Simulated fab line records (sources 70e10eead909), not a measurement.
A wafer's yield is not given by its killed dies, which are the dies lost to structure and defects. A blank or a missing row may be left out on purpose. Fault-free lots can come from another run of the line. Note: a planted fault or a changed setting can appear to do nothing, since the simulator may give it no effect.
Matching of chambers :: flow nand_harc :: 3 sister chambers for NHARC_P_M0_DEP_32 on pecvd-03
The step deposits SiCN, target thk 30 nm. 18 wafers are shown with their chamber, then 9 later ones without.

## WAFERS, EACH WITH ITS CHAMBER
wafer: L076.1
chamber: 1
heater_power_w (W): 501

wafer: L076.2
chamber: 2
heater_power_w (W): 429

wafer: L076.3
chamber: 0
heater_power_w (W): 518

wafer: L079.1
chamber: 1
heater_power_w (W): 546

wafer: L079.3
chamber: 2
heater_power_w (W): 437

wafer: L079.4
chamber: 0
heater_power_w (W): 497

wafer: L083.2
chamber: 1
heater_power_w (W): 581

wafer: L083.3
chamber: 2
heater_power_w (W): 445

wafer: L083.4
chamber: 0
heater_power_w (W): 528

wafer: L085.1
chamber: 1
heater_power_w (W): 512

wafer: L085.4
chamber: 2
heater_power_w (W): 426

wafer: L085.6
chamber: 2
heater_power_w (W): 433

wafer: L089.3
chamber: 2
heater_power_w (W): 407

wafer: L089.5
chamber: 1
heater_power_w (W): 582

wafer: L089.6
chamber: 2
heater_power_w (W): 401

wafer: L091.2
chamber: 1
heater_power_w (W): 629

wafer: L091.5
chamber: 2
heater_power_w (W): 428

wafer: L091.6
chamber: 1
heater_power_w (W): 622

SIGNATURES, as means of the wafers listed above
reading: heater_power_w
chamber 0: 514.33
chamber 1: 567.57
chamber 2: 425.75
scatter within a chamber: 33.8
Rule: distance of a wafer from a chamber = root of the sum over the readings of ((wafer's reading minus chamber's mean) / reading's scatter) squared. The wafer belongs to the nearest chamber; if the next one is less than 2 further off, it can't be placed. The scatter: the root of (the sum of the squares of (reading less its chamber's mean) over the shown wafers, divided by (wafers less chambers)).

## WAFERS WHOSE CHAMBER IS MISSING
wafer: L094.1
heater_power_w (W): 530

wafer: L094.3
heater_power_w (W): 466

wafer: L094.5
heater_power_w (W): 586

wafer: L096.1
heater_power_w (W): 548

wafer: L096.2
heater_power_w (W): 470

wafer: L096.4
heater_power_w (W): 464

wafer: L097.1
heater_power_w (W): 475

wafer: L097.3
heater_power_w (W): 554

wafer: L097.5
heater_power_w (W): 548

## CHAMBER TAKEN BY EACH
wafer: L094.1
from the rows above: can't be placed: 0 or 1
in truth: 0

wafer: L094.3
from the rows above: can't be placed: 2 or 0 or 1
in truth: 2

wafer: L094.5
from the rows above: can't be placed: 1 or 0
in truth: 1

wafer: L096.1
from the rows above: can't be placed: 1 or 0
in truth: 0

wafer: L096.2
from the rows above: can't be placed: 2 or 0 or 1
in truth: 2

wafer: L096.4
from the rows above: can't be placed: 2 or 0 or 1
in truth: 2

wafer: L097.1
from the rows above: can't be placed: 0 or 2 or 1
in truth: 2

wafer: L097.3
from the rows above: can't be placed: 1 or 0
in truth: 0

wafer: L097.5
from the rows above: can't be placed: 1 or 0
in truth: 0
0 of 9 placed correctly. These rows do not allow placing 9 (true chamber among the candidates in 9). Wrongly placed: 0.
